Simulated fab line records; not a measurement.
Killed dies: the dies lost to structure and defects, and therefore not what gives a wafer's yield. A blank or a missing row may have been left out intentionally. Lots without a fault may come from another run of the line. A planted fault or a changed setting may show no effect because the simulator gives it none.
fab line records + flow nand-harc
[record]
- lots = 10
- wafers = 30
- last-day = 33
route steps=1302 shown P_M0@267 P_M1@293 END@1302
lots that met no fault: from a run of the same line without faults
start-h: the number of hours between the record's first day and the start of the first shown wafer of the lot + wait-h: how many hours have passed since the lot's step before this one + " identical to the entry in the row above + L1.1+2: one row covering several wafers at once + - either no value or no given start + * or withheld: withheld + < > ~ a bound
route shown NAME@n: names a module that has steps shown in the file, with the first one's number in the route + usual: average and standard deviation across the fault-free wafers + same: alike in all rows + chamber/n: place in a boat + sites: per-site readings + _std_site: their standard deviation + _edge_site: outer sites' mean less inner sites' + radius-mm: for every site, how far away it sits from the centre of the wafer + mask NAME#n: copy n + behind: the most recent tool/chamber to have shaped the wafer + hold: the reason the lot was held/the length of the hold in hours/how it ended + device: names the non-switching transistor (n, p or np) + end of line: at the end of the route, the tests of the same wafers + where a step has no rows: the recipe by itself + killed: not the wafer's yield, but the dies lost to structure and defects at the first sort + map: per-die view of a wafer (x killed, . not killed, _ where there is no die)
set.NAME: the setting as run; set.NAME@STEP: as run at that earlier step + model.NAME: the simulator's own value behind a step, which no gauge read
the route's steps for a sample of lots (tables are steps, rows are wafers)
services: when a tool's chamber went out of use (start-h, in hours from the record's first day, below 0 if earlier), for how many hours, and the reason
[[steps]]
[step NHARC_P_M0_ETCH_34]
[recipe]
- target-depth-a = 400
- overetch-a = 120
- time-s = 43.94
- ion-energy-ev = 200
- n2-flow-sccm = 150
- h2-flow-sccm = 150
- ar-flow-sccm = 0
- rf-w = 400
- bias-w = 150
- chemistry = N2/H2
[usual]
- bias-w = 150.0/0.43
- drypump-motor-current-A = 5.7/0.44
- n2-flow-sccm = 150.0/0.45
- oes-product-au = 0.998/0.0081
- rf-vpp-V = 429.9/2.7
- showerhead-plenum-p-Torr = 2.02/0.093
- throttle-valve-pct = 14.172/0.01
| lot.wafer | tool        | chamber | start-h | wait-h | bias-w | drypump-motor-current-A | n2-flow-sccm | oes-product-au | rf-hours-counter-h | rf-vpp-V | showerhead-plenum-p-Torr | throttle-valve-pct |
|-----------|-------------|---------|---------|--------|--------|-------------------------|--------------|----------------|--------------------|----------|--------------------------|--------------------|
| L103.2    | rie-diel-03 | 2       | 141.20  | 0.1    | 150.3  | 5.7                     | 149.6        | 1.001          | 11                 | 426.4    | 1.91                     | 14.184             |
| L103.4    | "           | 3       | "       | "      | 150.2  | 5.6                     | 149.7        | 0.998          | 10                 | 431.4    | 2.07                     | 14.172             |
| L103.5    | "           | 0       | "       | "      | 149.6  | 5.5                     | 150.8        | 1.002          | -                  | 434.0    | 2.19                     | 14.177             |
| L104.3    | rie-diel-02 | 3       | 147.68  | 0.1    | 149.9  | 6.1                     | 150.3        | 1.005          | 14                 | 430.6    | 1.99                     | 14.170             |
| L104.1    | "           | 0       | "       | "      | 149.7  | 5.8                     | 150.3        | 1.014          | 20                 | 427.1    | 1.93                     | 14.168             |
| L104.5    | "           | 2       | "       | "      | 150.4  | 5.1                     | 150.5        | 1.005          | -                  | 432.1    | 2.05                     | 14.182             |
| L108.3    | rie-diel-02 | 1       | 195.14  | 0.1    | 150.1  | 6.2                     | 150.2        | 0.984          | 27                 | 432.9    | 2.17                     | 14.192             |
| L108.4    | "           | 0       | "       | "      | 150.0  | 5.8                     | 150.3        | 1.009          | 24                 | 428.1    | 1.93                     | 14.171             |
| L108.6    | "           | 1       | "       | "      | 149.8  | 6.2                     | 150.4        | 0.997          | -                  | 434.1    | 2.17                     | 14.178             |
| L109.4    | rie-diel-10 | 1       | 217.75  | 0.1    | 150.4  | 6.0                     | 150.3        | 1.003          | 49                 | 425.7    | 1.93                     | 14.184             |
| L109.2    | "           | 2       | "       | "      | 150.0  | 5.1                     | 149.7        | 0.995          | 45                 | 432.4    | 2.06                     | 14.171             |
| L109.6    | "           | 1       | "       | "      | 149.8  | 6.0                     | 150.0        | 0.991          | -                  | 427.2    | 1.93                     | 14.181             |
| L110.3    | rie-diel-02 | 0       | 227.95  | 0.1    | 150.3  | 5.8                     | 149.6        | 0.999          | 0                  | 426.7    | 1.92                     | 14.180             |
| L110.1    | "           | 1       | "       | "      | 149.4  | 6.2                     | 149.8        | 0.994          | 0                  | 435.5    | 2.17                     | 14.191             |
| L110.2    | "           | 3       | "       | "      | 149.9  | 6.1                     | 149.9        | 0.997          | 0                  | 428.7    | 1.99                     | 14.164             |
| L114.4    | rie-diel-03 | 3       | 248.08  | 0.2    | 149.9  | 5.6                     | 150.1        | 0.997          | 47                 | 431.3    | 2.06                     | 14.154             |
| L114.1    | "           | 0       | "       | "      | 149.9  | 5.5                     | 149.7        | 0.997          | 46                 | 434.1    | 2.18                     | 14.176             |
| L114.6    | "           | 1       | "       | "      | 150.3  | 6.4                     | 149.3        | 1.000          | -                  | 427.1    | 1.92                     | 14.178             |
| L117.3    | rie-diel-02 | 0       | 287.80  | 0.1    | 150.3  | 5.8                     | 149.5        | 1.009          | 9                  | 425.7    | 1.92                     | 14.180             |
| L117.2    | "           | 1       | "       | "      | 150.1  | 6.2                     | 149.1        | 0.991          | 10                 | 434.6    | 2.16                     | 14.158             |
| L117.5    | "           | 3       | "       | "      | 150.2  | 6.1                     | 149.7        | 0.996          | -                  | 427.7    | 1.99                     | 14.177             |
| L119.1    | rie-diel-02 | 2       | 297.70  | 0.1    | 149.7  | 5.1                     | 150.4        | 0.996          | 13                 | 430.9    | 2.04                     | 14.150             |
| L119.5    | "           | 3       | "       | "      | 150.0  | 6.1                     | 149.1        | 0.992          | -                  | 429.7    | 1.99                     | 14.181             |
| L119.6    | "           | 2       | "       | "      | 150.2  | 5.1                     | 150.1        | 0.987          | -                  | 430.0    | 2.04                     | 14.168             |
| L120.3    | rie-diel-02 | 1       | 310.87  | 0.1    | 149.8  | 6.2                     | 149.4        | 0.988          | 13                 | 435.0    | 2.16                     | 14.174             |
| L120.2    | "           | 3       | "       | "      | 149.8  | 6.1                     | 150.4        | 0.994          | 14                 | 428.1    | 1.99                     | 14.160             |
| L120.1    | "           | 0       | "       | "      | 150.1  | 5.8                     | 149.6        | 1.004          | 11                 | 426.8    | 1.92                     | 14.182             |
| L123.3    | rie-diel-02 | 1       | 348.59  | 0.1    | 150.3  | 6.2                     | 149.5        | 0.992          | 18                 | 433.9    | 2.16                     | 14.165             |
| L123.1    | "           | 3       | "       | "      | 150.4  | 6.1                     | 149.9        | 0.998          | 20                 | 429.2    | 1.98                     | 14.160             |
| L123.6    | "           | 2       | "       | "      | 149.5  | 5.1                     | 149.5        | 0.995          | -                  | 429.1    | 2.04                     | 14.177             |
[step NHARC_P_M1_PEB_07]
[recipe]
- peb-temp-c = 100
- peb-time-s = 65
[usual]
- heater-power-total-W = 156.7/0.42
- plate-temp-C = 99.99/0.13
- resist-line-temp-C = 23.01/0.11
| lot.wafer | tool           | chamber | start-h | wait-h | heater-power-total-W | plate-temp-C | resist-line-temp-C |
|-----------|----------------|---------|---------|--------|----------------------|--------------|--------------------|
| L103.2    | litho-track-01 | 0       | 144.83  | 0.1    | 156.9                | 100.13       | 23.03              |
| L103.4    | "              | 0       | "       | "      | 156.7                | 99.99        | 22.97              |
| L103.5    | "              | 0       | "       | "      | 157.1                | 99.93        | 22.84              |
| L104.1    | litho-track-04 | 0       | 151.27  | 0.1    | 157.0                | 99.96        | 23.08              |
| L104.3    | "              | 0       | "       | "      | 156.9                | 100.06       | 23.05              |
| L104.5    | "              | 0       | "       | "      | 157.1                | 100.19       | 23.18              |
| L108.3    | litho-track-06 | 0       | 198.83  | 0.0    | 157.2                | 99.84        | 22.98              |
| L108.4    | "              | 0       | "       | "      | 156.0                | 99.91        | 23.03              |
| L108.6    | "              | 0       | "       | "      | 157.1                | 99.96        | 23.00              |
| L109.2    | litho-track-04 | 0       | 221.42  | 0.1    | 156.4                | 99.94        | 22.79              |
| L109.4    | "              | 0       | "       | "      | 157.1                | 99.99        | 22.93              |
| L109.6    | "              | 0       | "       | "      | 156.8                | 100.05       | 23.03              |
| L110.1    | litho-track-01 | 0       | 231.64  | 0.1    | 157.2                | 100.17       | 23.16              |
| L110.2    | "              | 0       | "       | "      | 156.9                | 100.05       | 23.06              |
| L110.3    | "              | 0       | "       | "      | 157.0                | 100.11       | 23.09              |
| L114.1    | litho-track-06 | 0       | 252.04  | 0.1    | 157.0                | 100.13       | 23.01              |
| L114.4    | "              | 0       | "       | "      | 157.1                | 99.84        | 22.94              |
| L114.6    | "              | 0       | "       | "      | 157.0                | 99.87        | 22.84              |
| L117.2    | litho-track-01 | 0       | 291.49  | 0.1    | 173.9                | -            | 22.94              |
| L117.3    | "              | 0       | "       | "      | 172.6                | -            | 22.97              |
| L117.5    | "              | 0       | "       | "      | 157.2                | 99.69        | 22.92              |
| L119.1    | litho-track-06 | 0       | 301.33  | 0.1    | 157.1                | 100.05       | 22.85              |
| L119.5    | "              | 0       | "       | "      | 156.2                | 100.08       | 23.01              |
| L119.6    | "              | 0       | "       | "      | 156.3                | 99.84        | 23.03              |
| L120.1    | litho-track-01 | 0       | 314.58  | 0.1    | 156.9                | 99.99        | 23.12              |
| L120.2    | "              | 0       | "       | "      | 173.3                | -            | 23.12              |
| L120.3    | "              | 0       | "       | "      | 173.6                | -            | 23.13              |
| L123.1    | litho-track-04 | 0       | 352.17  | 0.1    | 157.2                | 100.05       | 22.92              |
| L123.3    | "              | 0       | "       | "      | 156.6                | 100.06       | 23.09              |
| L123.6    | "              | 0       | "       | "      | 156.3                | 100.18       | 22.98              |
[step NHARC_P_M1_CD_MEAS_09]
[recipe]
- target-cd-nm = 130
- landing-energy-ev = 500
[usual]
- cd-nm = 129.9/0.57
| lot.wafer | tool      | chamber | start-h | wait-h | cd-nm |
|-----------|-----------|---------|---------|--------|-------|
| L103.2    | cd-sem-03 | 0       | 144.91  | -      | 129.9 |
| L103.4    | "         | 0       | "       | "      | 128.9 |
| L103.5    | "         | 0       | "       | "      | 130.3 |
| L104.1    | cd-sem-02 | 0       | 151.35  | -      | 129.6 |
| L104.3    | "         | 0       | "       | "      | 130.3 |
| L104.5    | "         | 0       | "       | "      | 129.2 |
| L108.3    | cd-sem-01 | 0       | 198.91  | -      | 129.4 |
| L108.4    | "         | 0       | "       | "      | 129.2 |
| L108.6    | "         | 0       | "       | "      | 129.5 |
| L109.2    | cd-sem-02 | 0       | 221.51  | -      | 129.5 |
| L109.4    | "         | 0       | "       | "      | 130.4 |
| L109.6    | "         | 0       | "       | "      | 130.2 |
| L110.1    | cd-sem-01 | 0       | 231.72  | -      | 129.1 |
| L110.2    | "         | 0       | "       | "      | 130.7 |
| L110.3    | "         | 0       | "       | "      | 129.5 |
| L114.1    | cd-sem-03 | 0       | 252.12  | -      | 129.8 |
| L114.4    | "         | 0       | "       | "      | 130.4 |
| L114.6    | "         | 0       | "       | "      | 129.4 |
| L117.2    | cd-sem-01 | 0       | 291.57  | -      | 122.6 |
| L117.3    | "         | 0       | "       | "      | 122.7 |
| L117.5    | "         | 0       | "       | "      | 129.1 |
| L119.1    | cd-sem-02 | 0       | 301.41  | -      | 129.3 |
| L119.5    | "         | 0       | "       | "      | 128.6 |
| L119.6    | "         | 0       | "       | "      | 130.6 |
| L120.1    | cd-sem-03 | 0       | 314.66  | -      | 130.6 |
| L120.2    | "         | 0       | "       | "      | 123.1 |
| L120.3    | "         | 0       | "       | "      | 122.8 |
| L123.1    | cd-sem-02 | 0       | 352.25  | -      | 130.4 |
| L123.3    | "         | 0       | "       | "      | 129.7 |
| L123.6    | "         | 0       | "       | "      | 130.2 |
[step NHARC_P_M1_STRIP_18]
[recipe]
- power-w = 1000
- n2-flow-sccm = 150
- h2-flow-sccm = 150
- ar-flow-sccm = 0
- bias-w = 0
- chemistry = N2/H2
[usual]
- drypump-motor-current-A = 5.8/0.48
- n2-flow-sccm = 149.9/0.44
- oes-product-au = 1.001/0.008
- rf-vpp-V = 91.0/0.83
- showerhead-plenum-p-Torr = 2.09/0.067
- throttle-valve-pct = 14.173/0.0089
[same]
- bias-w = 0
| lot.wafer | tool        | chamber | start-h | wait-h | drypump-motor-current-A | n2-flow-sccm | oes-product-au | rf-hours-counter-h | rf-vpp-V | showerhead-plenum-p-Torr | throttle-valve-pct |
|-----------|-------------|---------|---------|--------|-------------------------|--------------|----------------|--------------------|----------|--------------------------|--------------------|
| L103.2    | rie-diel-08 | 1       | 145.50  | 0.1    | 5.9                     | 149.9        | 0.998          | 29                 | 92.9     | 2.14                     | 14.173             |
| L103.4    | "           | 2       | "       | "      | 5.8                     | 150.4        | 1.013          | 30                 | 91.1     | 2.14                     | 14.168             |
| L103.5    | "           | 0       | "       | "      | 5.9                     | 149.1        | 0.996          | -                  | 91.5     | 2.16                     | 14.164             |
| L104.1    | rie-diel-05 | 0       | 151.97  | 0.1    | 5.0                     | 150.7        | 0.988          | 8                  | 90.8     | 1.98                     | 14.170             |
| L104.3    | "           | 1       | "       | "      | 5.5                     | 149.1        | 1.014          | 7                  | 92.6     | 2.13                     | 14.186             |
| L104.5    | "           | 3       | "       | "      | 5.0                     | 150.4        | 1.001          | -                  | 91.6     | 2.09                     | 14.178             |
| L108.4    | rie-diel-09 | 2       | 199.52  | 0.1    | 6.3                     | 150.1        | 0.991          | 3                  | 90.6     | 2.15                     | 14.185             |
| L108.3    | "           | 3       | "       | "      | 5.4                     | 150.5        | 1.000          | 3                  | 91.3     | 2.14                     | 14.182             |
| L108.6    | "           | 1       | "       | "      | 5.5                     | 150.6        | 1.000          | -                  | 89.5     | 2.06                     | 14.170             |
| L109.2    | rie-diel-08 | 3       | 222.09  | 0.1    | 6.3                     | 150.8        | 1.005          | 5                  | 89.4     | 1.92                     | 14.170             |
| L109.4    | "           | 0       | "       | "      | 5.9                     | 150.3        | 0.997          | 5                  | 90.5     | 2.15                     | 14.169             |
| L109.6    | "           | 2       | "       | "      | 5.8                     | 150.5        | 1.016          | -                  | 90.3     | 2.14                     | 14.168             |
| L110.1    | rie-diel-09 | 0       | 232.33  | 0.1    | 6.3                     | 149.8        | 0.992          | 5                  | 89.7     | 2.04                     | 14.176             |
| L110.2    | "           | 1       | "       | "      | 5.5                     | 149.9        | 1.000          | 5                  | 91.5     | 2.06                     | 14.193             |
| L110.3    | "           | 3       | "       | "      | 5.4                     | 149.5        | 0.995          | 5                  | 91.0     | 2.14                     | 14.175             |
| L114.4    | rie-diel-09 | 0       | 252.69  | 0.1    | 6.3                     | 149.9        | 0.996          | 6                  | 90.7     | 2.04                     | 14.169             |
| L114.1    | "           | 2       | "       | "      | 6.3                     | 149.6        | 1.003          | 5                  | 90.7     | 2.15                     | 14.158             |
| L114.6    | "           | 1       | "       | "      | 5.6                     | 149.4        | 1.003          | -                  | 90.8     | 2.06                     | 14.164             |
| L117.2    | rie-diel-08 | 1       | 292.13  | 0.1    | 5.9                     | 150.5        | 1.005          | 32                 | 91.2     | 2.12                     | 14.182             |
| L117.3    | "           | 2       | "       | "      | 5.8                     | 150.0        | 1.019          | 26                 | 89.5     | 2.13                     | 14.161             |
| L117.5    | "           | 1       | "       | "      | 5.9                     | 149.6        | 0.991          | -                  | 91.0     | 2.12                     | 14.177             |
| L119.1    | rie-diel-09 | 3       | 302.06  | 0.1    | 5.5                     | 149.7        | 0.991          | 9                  | 91.2     | 2.14                     | 14.173             |
| L119.5    | "           | 0       | "       | "      | 6.3                     | 149.8        | 0.999          | -                  | 91.9     | 2.03                     | 14.173             |
| L119.6    | "           | 1       | "       | "      | 5.6                     | 149.6        | 0.995          | -                  | 91.0     | 2.06                     | 14.174             |
| L120.1    | rie-diel-05 | 3       | 315.23  | 0.1    | 5.0                     | 149.6        | 1.002          | 5                  | 89.7     | 2.09                     | 14.177             |
| L120.2    | "           | 0       | "       | "      | 5.0                     | 149.8        | 1.005          | 6                  | 90.8     | 1.97                     | 14.176             |
| L120.3    | "           | 1       | "       | "      | 5.5                     | 149.6        | 1.020          | 7                  | 91.1     | 2.12                     | 14.170             |
| L123.1    | rie-diel-05 | 3       | 352.84  | 0.1    | 5.0                     | 149.3        | 0.998          | 8                  | 90.9     | 2.08                     | 14.178             |
| L123.3    | "           | 0       | "       | "      | 5.0                     | 149.9        | 0.993          | 9                  | 90.1     | 1.97                     | 14.169             |
| L123.6    | "           | 3       | "       | "      | 5.0                     | 149.5        | 1.002          | -                  | 90.6     | 2.09                     | 14.172             |
[step NHARC_P_M1_ETCH_28]
[recipe]
- target-depth-a = 300
- over-etch-frac = 0.3
- time-s = 72.99
- ion-energy-ev = 150
- cf4-flow-sccm = 50
- n2-flow-sccm = 100
- ar-flow-sccm = 150
- rf-w = 300
- bias-w = 100
- chemistry = CF4/N2
[usual]
- bias-w = 100.0/0.33
- drypump-motor-current-A = 5.8/0.48
- n2-flow-sccm = 99.98/0.29
- oes-product-au = 1.000/0.0092
- rf-vpp-V = 315.1/1.6
- showerhead-plenum-p-Torr = 2.68/0.082
- throttle-valve-pct = 19.794/0.0083
[same]
- over-etch-frac = 0.3
| lot.wafer | tool        | chamber | start-h | wait-h | bias-w | drypump-motor-current-A | n2-flow-sccm | oes-product-au | rf-hours-counter-h | rf-vpp-V | showerhead-plenum-p-Torr | throttle-valve-pct |
|-----------|-------------|---------|---------|--------|--------|-------------------------|--------------|----------------|--------------------|----------|--------------------------|--------------------|
| L103.4    | rie-diel-08 | 1       | -       | -      | 100.3  | 5.9                     | 99.83        | 0.986          | 29                 | 316.0    | 2.74                     | 19.816             |
| L103.2    | "           | 3       | "       | "      | 99.6   | 6.3                     | 99.80        | 1.001          | 36                 | 312.9    | 2.49                     | 19.801             |
| L103.5    | "           | 1       | "       | "      | 100.4  | 5.9                     | 100.33       | 0.980          | -                  | 315.8    | 2.74                     | 19.781             |
| L104.3    | rie-diel-05 | 1       | -       | -      | 99.7   | 5.5                     | 100.32       | 1.010          | 7                  | 315.4    | 2.73                     | 19.799             |
| L104.1    | "           | 3       | "       | "      | 100.3  | 5.0                     | 99.98        | 1.004          | 9                  | 316.1    | 2.69                     | 19.793             |
| L104.5    | "           | 0       | "       | "      | 99.4   | 5.0                     | 99.90        | 0.991          | -                  | 313.1    | 2.55                     | 19.802             |
| L108.3    | rie-diel-09 | 3       | -       | -      | 99.8   | 5.5                     | 100.19       | 0.991          | 3                  | 316.8    | 2.75                     | 19.777             |
| L108.4    | "           | 0       | "       | "      | 99.4   | 6.3                     | 99.71        | 0.989          | 2                  | 312.4    | 2.62                     | 19.792             |
| L108.6    | "           | 3       | "       | "      | 100.2  | 5.5                     | 100.03       | 0.991          | -                  | 316.9    | 2.75                     | 19.800             |
| L109.4    | rie-diel-08 | 3       | -       | -      | 100.1  | 6.3                     | 100.31       | 0.981          | 5                  | 311.5    | 2.48                     | 19.789             |
| L109.2    | "           | 1       | "       | "      | 99.8   | 5.9                     | 100.27       | 0.988          | 7                  | 315.8    | 2.74                     | 19.805             |
| L109.6    | "           | 2       | "       | "      | 99.6   | 5.7                     | 99.98        | 1.001          | -                  | 316.2    | 2.74                     | 19.785             |
| L110.2    | rie-diel-09 | 1       | -       | -      | 99.4   | 5.6                     | 100.10       | 0.990          | 5                  | 313.3    | 2.65                     | 19.803             |
| L110.3    | "           | 3       | "       | "      | 100.2  | 5.5                     | 99.98        | 1.003          | 5                  | 316.8    | 2.75                     | 19.787             |
| L110.1    | "           | 0       | "       | "      | 100.1  | 6.3                     | 99.87        | 0.994          | 5                  | 314.2    | 2.62                     | 19.796             |
| L114.4    | rie-diel-09 | 0       | -       | -      | 99.9   | 6.3                     | 100.45       | 1.010          | 6                  | 315.3    | 2.62                     | 19.782             |
| L114.1    | "           | 3       | "       | "      | 100.2  | 5.4                     | 100.12       | 1.001          | 6                  | 316.4    | 2.75                     | 19.781             |
| L114.6    | "           | 1       | "       | "      | 100.2  | 5.5                     | 99.38        | 1.016          | -                  | 314.0    | 2.65                     | 19.803             |
| L117.3    | rie-diel-08 | 0       | -       | -      | 100.0  | 5.9                     | 100.24       | 1.000          | 31                 | 316.4    | 2.75                     | 19.791             |
| L117.2    | "           | 1       | "       | "      | 99.7   | 5.9                     | 99.89        | 0.994          | 32                 | 316.1    | 2.73                     | 19.808             |
| L117.5    | "           | 3       | "       | "      | 99.7   | 6.3                     | 99.73        | 0.999          | -                  | 311.9    | 2.47                     | 19.802             |
| L119.1    | rie-diel-09 | 3       | -       | -      | 99.5   | 5.5                     | 100.01       | 0.994          | 9                  | 315.1    | 2.75                     | 19.797             |
| L119.6    | "           | 0       | "       | "      | 99.7   | 6.3                     | 100.50       | 1.003          | -                  | 313.5    | 2.62                     | 19.799             |
| L119.5    | "           | 1       | "       | "      | 99.4   | 5.5                     | 100.22       | 1.002          | -                  | 315.5    | 2.65                     | 19.795             |
| L120.3    | rie-diel-05 | 3       | -       | -      | 100.1  | 5.0                     | 99.89        | 1.005          | 5                  | 315.2    | 2.68                     | 19.788             |
| L120.1    | "           | 1       | "       | "      | 99.9   | 5.5                     | 100.59       | 1.014          | 7                  | 317.6    | 2.73                     | 19.796             |
| L120.2    | "           | 2       | "       | "      | 99.5   | 6.4                     | 100.60       | 0.994          | 6                  | 317.0    | 2.80                     | 19.802             |
| L123.1    | rie-diel-05 | 3       | -       | -      | 100.3  | 5.0                     | 99.67        | 1.004          | 8                  | 315.2    | 2.68                     | 19.800             |
| L123.3    | "           | 0       | "       | "      | 99.5   | 5.0                     | 99.74        | 0.993          | 9                  | 312.0    | 2.55                     | 19.802             |
| L123.6    | "           | 3       | "       | "      | 100.2  | 5.0                     | 99.88        | 1.010          | -                  | 313.5    | 2.68                     | 19.793             |
[step NHARC_END_SORT_01]
[recipe]
- temp-c = 25
[usual]
- defect-limited-yield = 90.6/2.3
- killed-at-array = 59/16
- killed-at-other = 0.8/1.1
- killed-at-periphery = 3.6/2.4
- killed-dies = 64/16
- killed-open = 3.4/1.8
- killed-short = 2.5/1.6
[same]
- gross-dies = 677
| lot.wafer | tool      | chamber | start-h | wait-h | defect-limited-yield[%] | killed-at-array | killed-at-other | killed-at-periphery | killed-dies | killed-open | killed-short |
|-----------|-----------|---------|---------|--------|-------------------------|-----------------|-----------------|---------------------|-------------|-------------|--------------|
| L120.2    | prober-01 | 0       | 754.17  | 2.8    | 91.3                    | 56              | 0               | 3                   | 59          | 0           | 1            |
// killed by level:class
L120.2 A_SLIT:chamber-film-flake=30 A_CHANNEL_HOLE_D1:chamber-film-flake=14 A_CONTACT:chamber-film-flake=6 P_GATE:chamber-film-flake=2 A_CHANNEL_HOLE_D2:chamber-film-flake=2 A_STAIRCASE:chamber-film-flake=2 A_CHANNEL_HOLE_D1:geometric-particle:short=1 A_CHANNEL_FILL_D2:chamber-film-flake=1
[[services]]
| tool           | chamber | start-h | hours | kind   |
|----------------|---------|---------|-------|--------|
| rie-diel-05    | 0       | 130.62  | 3.1   | repair |
| rie-diel-08    | -       | 138.10  | 2.1   | repair |
| rie-diel-09    | -       | 143.10  | 9.0   | pm     |
| litho-track-01 | -       | 155.00  | 7.0   | pm     |
| rie-diel-09    | -       | 158.59  | 0.2   | repair |
| rie-diel-08    | -       | 159.08  | 1.3   | repair |
| litho-track-06 | -       | 179.00  | 7.0   | pm     |
| rie-diel-08    | -       | 194.69  | 9.0   | pm     |
| rie-diel-02    | -       | 216.71  | 9.0   | pm     |
| rie-diel-09    | 2       | 224.57  | 11.0  | repair |
| rie-diel-05    | -       | 229.60  | 9.0   | pm     |
| rie-diel-08    | 0       | 242.30  | 1.6   | repair |
| rie-diel-02    | 0       | 242.31  | 7.8   | repair |
| rie-diel-09    | 1       | 254.00  | 2.1   | repair |
| rie-diel-09    | 2       | 254.46  | 2.9   | repair |
| rie-diel-02    | 0       | 258.58  | 3.3   | repair |
| rie-diel-02    | 0       | 292.32  | 6.6   | repair |
| rie-diel-08    | 0       | 297.13  | 25.0  | repair |
| rie-diel-09    | 0       | 297.54  | 1.7   | repair |
| rie-diel-08    | 2       | 297.85  | 14.8  | repair |
| rie-diel-05    | 2       | 318.10  | 5.7   | repair |
| rie-diel-09    | -       | 320.10  | 9.0   | pm     |
| litho-track-01 | -       | 330.00  | 7.0   | pm     |
| rie-diel-08    | 1       | 345.55  | 2.6   | repair |
[[key]]
[first-sign]
- step = NHARC_P_M1_PEB_07
- reading = heater-power-total-W
- direction = up
- sigmas = 40
- usual = *
- struck = *
[effect]
- step = NHARC_P_M1_CD_MEAS_09
- reading = cd-nm
- direction = down
- sigmas = 12
- usual = 129.9
- struck = 122.8
met-at NHARC_P_M1_PEB_07
struck-lots L117,L120
struck-wafers L117.2,L117.3,L120.2,L120.3
not-acting-at NHARC_P_M0_ETCH_34,NHARC_P_M1_STRIP_18,NHARC_P_M1_ETCH_28
onset-between 231.64 291.49
[fault]
- kind = process-parameter-drift
- tool = litho-track-01
- chamber = -
- onset-h = 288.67
- steps = NHARC_P_M1_PEB_07
- channel = peb-time-s
- offset = *
- shape = step
- end-h = 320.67
- scope = struck-wafers-only
- acts-in = *
- stated = *
